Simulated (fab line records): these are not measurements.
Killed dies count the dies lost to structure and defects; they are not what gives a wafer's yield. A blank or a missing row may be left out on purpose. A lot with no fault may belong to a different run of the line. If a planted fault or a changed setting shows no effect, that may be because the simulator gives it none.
A struck lot beside a sound one -- flow n5-finfet -- 16 steps out of a route of 1938
Sound: wafers L827.1, L827.3, L827.4. Struck: wafer L837.1 (left out: L837.5, L837.6 of the same lot, which were not struck); the cause appears at the end.
Order at every step that has rows: each side's tool, ch and its chambers, its first start. Under that, the readings that differ: sound wafers -- struck wafers -- difference of the means -- sigmas: that difference in standard deviations of wafers without a fault.
alike: a reading whose means differ by less than 2 such deviations, as well as words and numbers matching on both sides. not compared: withheld readings; readings where some wafer has no value; bounds like >300 that might hide an equal value; numbers whose values overlap and for which the record gives no deviation.
A row with sigmas, a row that says differs or no value, or rows on one side alone: a step with any of these is where the two part. When numbers do not overlap yet have no deviation, they are printed without sigmas and do not part them. A reading that every wafer of one side lacks parts them only if that side has two wafers or more.

N5_PMOS_HMC_CHANNEL_EPI_OVL_MEAS_10:
  sound on overlay-02 ch 0, day 2 17:23; struck on overlay-02 ch 0, day 5 05:42
  alike: PMOS_HMC_BLK_OVL
N5_PMOS_HMC_CHANNEL_EPI_INSPECT_11: inspects for defects (macro).
  sound on defect-inspect-01, day 2 17:25; struck on defect-inspect-01, day 5 05:43
  alike: raw-defect-count
N5_PMOS_HMC_CHANNEL_EPI_DESCUM_14: chemistry O2, time 7.9 s.
  sound on rie-diel-03 ch 0,1, day 2 17:26; struck on rie-diel-06 ch 0, day 5 05:45
  alike: drypump-motor-current-A, oes-product-au, rf-vpp-V, showerhead-plenum-p-Torr, throttle-valve-pct
  not compared: rf-hours-counter-h
N5_PMOS_HMC_CHANNEL_EPI_ETCH_32: etches BARC in N2/H2, stops on SiO2, target depth 85.8 nm, time 50.3 s.
  sound on rie-diel-03 ch 0,1, day 2 17:28; struck on rie-diel-06 ch 0, day 5 05:47
  alike: drypump-motor-current-A, oes-product-au, rf-vpp-V, showerhead-plenum-p-Torr, throttle-valve-pct
  not compared: rf-hours-counter-h
N5_PMOS_HMC_CHANNEL_EPI_HM_OPEN_15: chemistry CHF3/O2, target SiO2, target depth 40.6 nm, time 20.3 s.
  sound on rie-diel-03 ch 0,1, day 2 17:31; struck on rie-diel-06 ch 0, day 5 05:50
  alike: drypump-motor-current-A, oes-product-au, rf-vpp-V, showerhead-plenum-p-Torr, throttle-valve-pct
  not compared: rf-hours-counter-h
then, 2 steps without rows for these wafers: N5_PMOS_HMC_CHANNEL_EPI_STRIP_33 (strips in N2/H2); N5_PMOS_HMC_CHANNEL_EPI_STRIP_17 (strips in SPM, time 750 s).
N5_PMOS_HMC_CHANNEL_EPI_ETCH_38: etches SiO2 in CF4, target depth 1.5 nm.
  sound on rie-si-02 ch 0,2,3, day 2 17:53; struck on rie-si-02 ch 1, day 5 06:11
reading,sound,struck,difference,sigmas
oes-product-au (a.u.),1.028 1.019 1.019,0.976,-0.046,-3
  alike: drypump-motor-current-A, he-backside-leak-sccm, throttle-valve-pct
  not compared: rf-hours-counter-h
N5_PMOS_HMC_CHANNEL_EPI_FIN_RECESS_16: chemistry HBr/Cl2, target Si, target depth 54 nm, time 18 s.
  sound on rie-si-02 ch 0,2,3, day 2 17:55; struck on rie-si-02 ch 1, day 5 06:13
  alike: drypump-motor-current-A, he-backside-leak-sccm, oes-product-au, throttle-valve-pct
  not compared: rf-hours-counter-h
then, 3 steps without rows for these wafers: N5_PMOS_HMC_CHANNEL_EPI_PRECLEAN_36 (cleans in O3/DIW, time 45 s); N5_PMOS_HMC_CHANNEL_EPI_PRECLEAN_18 (cleans in DHF, time 30 s); N5_PMOS_HMC_CHANNEL_EPI_SRD_19 (time 30 s).
N5_PMOS_HMC_CHANNEL_EPI_EPI_20: deposits SiGe30, target thk 59 nm.
  sound on epi-rpcvd-03 ch 0, day 2 18:05; struck on epi-rpcvd-03 ch 0, day 5 06:23
reading,sound,struck,difference,sigmas
model.SiGe30_of_PMOS_HMC_CHANNEL_EPI_EPI_20.thk-nm (nm),58.18 57.51 58.14,82.77,+24.83,
  alike: lamp-inner-pct, susceptor_temp_C_max
N5_PMOS_HMC_CHANNEL_EPI_HM_STRIP_35: strips SiO2 in dHF, material SiO2, target depth 39.6 nm, time 216 s.
  sound on wet-bench-05 ch 0,5,6, day 2 19:19; struck on wet-bench-02 ch 6, day 5 08:01
reading,sound,struck,difference,sigmas
model.SiGe30_of_PMOS_HMC_CHANNEL_EPI_EPI_20.thk-nm (nm),58.13 57.45 58.08,82.71,+24.82,
then, 2 steps without rows for these wafers: N5_PMOS_HMC_CHANNEL_EPI_SRD_39 (time 30 s); N5_PASSIVATION_PROBE_49.

WHERE THEY PART
Within this record, at N5_PMOS_HMC_CHANNEL_EPI_ETCH_38 only. Later steps at which nothing parts them and some readings are alike: N5_PMOS_HMC_CHANNEL_EPI_FIN_RECESS_16, N5_PMOS_HMC_CHANNEL_EPI_EPI_20.

WHY: the cause the simulator had injected
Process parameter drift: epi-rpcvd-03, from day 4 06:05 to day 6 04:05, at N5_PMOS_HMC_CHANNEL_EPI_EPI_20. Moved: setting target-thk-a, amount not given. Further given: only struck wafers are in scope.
